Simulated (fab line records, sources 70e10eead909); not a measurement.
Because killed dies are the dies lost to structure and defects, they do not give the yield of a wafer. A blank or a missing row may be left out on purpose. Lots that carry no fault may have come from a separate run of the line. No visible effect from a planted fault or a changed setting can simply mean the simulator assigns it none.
Comparing a struck lot with a sound one	flow nand_harc	15 out of 1159 route steps
Sound: wafers L996.2, L996.3, L996.6. Struck: wafer L113.3 (left out: L113.2, L113.4 of the same lot, which were not struck); the cause appears at the end.
Per side, at each step with rows, come the tool, then ch with its chambers, and then its first start. Under that, the readings that differ: sound wafers	struck wafers	difference of the means	sigmas: that difference in standard deviations of wafers without a fault.
alike: same words and numbers on both sides, and readings whose means sit less than 2 such deviations apart. not compared: any withheld reading, any reading some wafer has no value for, any bound like >300 that may hide the same value, and any number with overlapping values for which the record gives no deviation.
A row with sigmas, a row that says differs or no value, or rows on one side alone: a step with any of these is where the two part. Non-overlapping numbers with no deviation appear without sigmas and do not part them. Lack of a reading on every wafer of one side parts them only where that side has two or more wafers.

first, 7 steps without rows for these wafers: NHARC_A_SGD_CUT_COAT_57 (time 65 s); NHARC_A_SGD_CUT_COAT_03 (resist thk 90 nm); NHARC_A_SGD_CUT_SOFTBAKE_04 (time 55 s); NHARC_A_SGD_CUT_EBR_05; NHARC_A_SGD_CUT_EXPOSE_06 (exposes mask SGD); NHARC_A_SGD_CUT_PEB_07 (peb time 65 s); NHARC_A_SGD_CUT_DEVELOP_08 (develop time 35 s).
NHARC_A_SGD_CUT_CD_MEAS_09: the cd target is 100 nm.
  sound on cd_sem-02 ch 0, day 14 03:40; struck on cd_sem-02 ch 0, day 17 21:25
  alike: cd_nm
NHARC_A_SGD_CUT_OVL_MEAS_10:
  sound on overlay-02 at day 14 03:44; struck on overlay-01 at day 17 21:31
reading	sound	struck	difference	sigmas
overlay_y_nm (nm)	-2.8 -2.7 -3.2	0.3	+3.2	+3
  alike: overlay_x_nm
NHARC_A_SGD_CUT_INSPECT_11:
  sound on defect_inspect-01 at day 14 03:47; struck on defect_inspect-02 at day 17 21:32
reading	sound	struck	difference	sigmas
raw_defect_count	9 12 8	37	+27	+3
NHARC_A_SGD_CUT_DESCUM_14: chemistry O2, time 3 s.
  sound on rie_diel-05 ch 0,1,3, day 14 03:50; struck on rie_diel-08 ch 1, day 17 21:36
reading	sound	struck	difference	sigmas
rf_vpp_V (V)	57.7 57.0 57.1	60.9	+3.6	+4
  alike: drypump_motor_current_A, oes_product_au, showerhead_plenum_p_Torr, throttle_valve_pct
  not compared: rf_hours_counter_h
NHARC_A_SGD_CUT_ETCH_58: etches the open film in CF4, target depth 39 nm, time 65 s.
  sound on rie_diel-05 ch 1,3, day 14 03:56; struck on rie_diel-08 ch 1, day 17 21:41
reading	sound	struck	difference	sigmas
showerhead_plenum_p_Torr (Torr)	1.80 1.66 1.66	1.89	+0.18	+2
  alike: drypump_motor_current_A, oes_product_au, rf_vpp_V, throttle_valve_pct
  not compared: rf_hours_counter_h
NHARC_A_SGD_CUT_ETCH_59: etches the open film in N2/H2, target depth 260 nm, time 406.25 s.
  sound on rie_diel-05 ch 0,3, day 14 04:03; struck on rie_diel-08 ch 0, day 17 21:48
reading	sound	struck	difference	sigmas
oes_product_au (a.u.)	1.007 1.005 1.002	0.878	-0.127	-12
rf_vpp_V (V)	425.0 433.1 427.3	434.7	+6.2	+2
showerhead_plenum_p_Torr (Torr)	1.90 2.08 1.90	2.20	+0.24	+2
  alike: drypump_motor_current_A, throttle_valve_pct
  not compared: rf_hours_counter_h
NHARC_A_SGD_CUT_ETCH_15: etches the open film in CH3F/O2, target depth 75 nm, time 64.3 s.
  sound on rie_diel-05 ch 0,1,3; struck on rie_diel-08 ch 2
  alike: drypump_motor_current_A, oes_product_au, rf_vpp_V, showerhead_plenum_p_Torr, throttle_valve_pct
  not compared: rf_hours_counter_h
-- jump in the record: it breaks off in module A_SGD_CUT and resumes in module END (first step shown: number 1159 of the route), and 6 days separate the struck wafers' starts before and after --
NHARC_END_SORT_01:
  sound on prober-02 ch 0, day 19 20:12; struck on prober-01 ch 0, day 23 17:32
reading	sound	struck	difference	sigmas
killed_at_other	0 0 0	3	+3	+2
killed_open	2 6 8	1	-4	-2
killed_short	0 1 1	5	+4	+3
  alike: killed_at_array, killed_at_periphery, killed_dies

## WHERE THEY PART
Last at NHARC_END_SORT_01 as far as this record goes, first at NHARC_A_SGD_CUT_OVL_MEAS_10.

WHY: what had been put in by the simulator
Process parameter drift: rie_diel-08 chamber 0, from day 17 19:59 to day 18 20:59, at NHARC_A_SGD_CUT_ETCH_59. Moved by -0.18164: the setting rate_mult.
